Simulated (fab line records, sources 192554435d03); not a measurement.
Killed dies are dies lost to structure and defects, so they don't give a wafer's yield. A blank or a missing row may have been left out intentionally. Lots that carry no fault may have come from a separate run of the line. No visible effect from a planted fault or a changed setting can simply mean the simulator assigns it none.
Matching of chambers | flow n5 finfet | cmp-03 running N5_SDB_CMP_30: 4 sister chambers
The step polishes, stops on poly-Si, t overpolish 1.54 s, target thk 30 nm. 4 wafers are shown with their chamber, then 8 later ones without.

WAFERS WITH THEIR CHAMBER
wafer  | chamber | motor current A (A)
L080.4 | 0       | 13.3
L083.5 | 2       | 11.9
L083.6 | 1       | 13.4
L084.1 | 3       | 12.4

WAFERS MISSING THEIR CHAMBER
wafer  | motor current A (A)
L084.3 | 12.3
L084.5 | 13.0
L088.2 | 12.9
L088.5 | 12.4
L088.6 | 12.9
L095.1 | 13.3
L095.3 | 12.4
L095.4 | 12.6

THE CHAMBER EACH PASSED THROUGH
wafer  | from the rows above          | in truth
L084.3 | can't be placed: 3 or 2      | 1
L084.5 | can't be placed: 0 or 1 or 3 | 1
L088.2 | can't be placed: 0 or 1 or 3 | 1
L088.5 | 3                            | 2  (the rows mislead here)
L088.6 | can't be placed: 0 or 1 or 3 | 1
L095.1 | can't be placed: 0 or 1      | 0
L095.3 | 3                            | 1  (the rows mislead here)
L095.4 | 3                            | 3
Correctly placed: 1 of 8. These rows do not allow placing 5 (true chamber among the candidates in 4). Number placed wrongly: 2.
How it was worked out, from the rows above alone: a wafer's distance from a chamber is the root of the sum, over the readings, of the square of ((its reading less the chamber's mean) divided by the reading's scatter). The wafer belongs to the nearest chamber; if the next one is less than 2 further off, it can't be placed. The mean given for a chamber averages the wafers shown for that chamber. The scatter: root of mean squared gap, hidden wafer to nearest shown wafer, with one shown wafer a chamber.
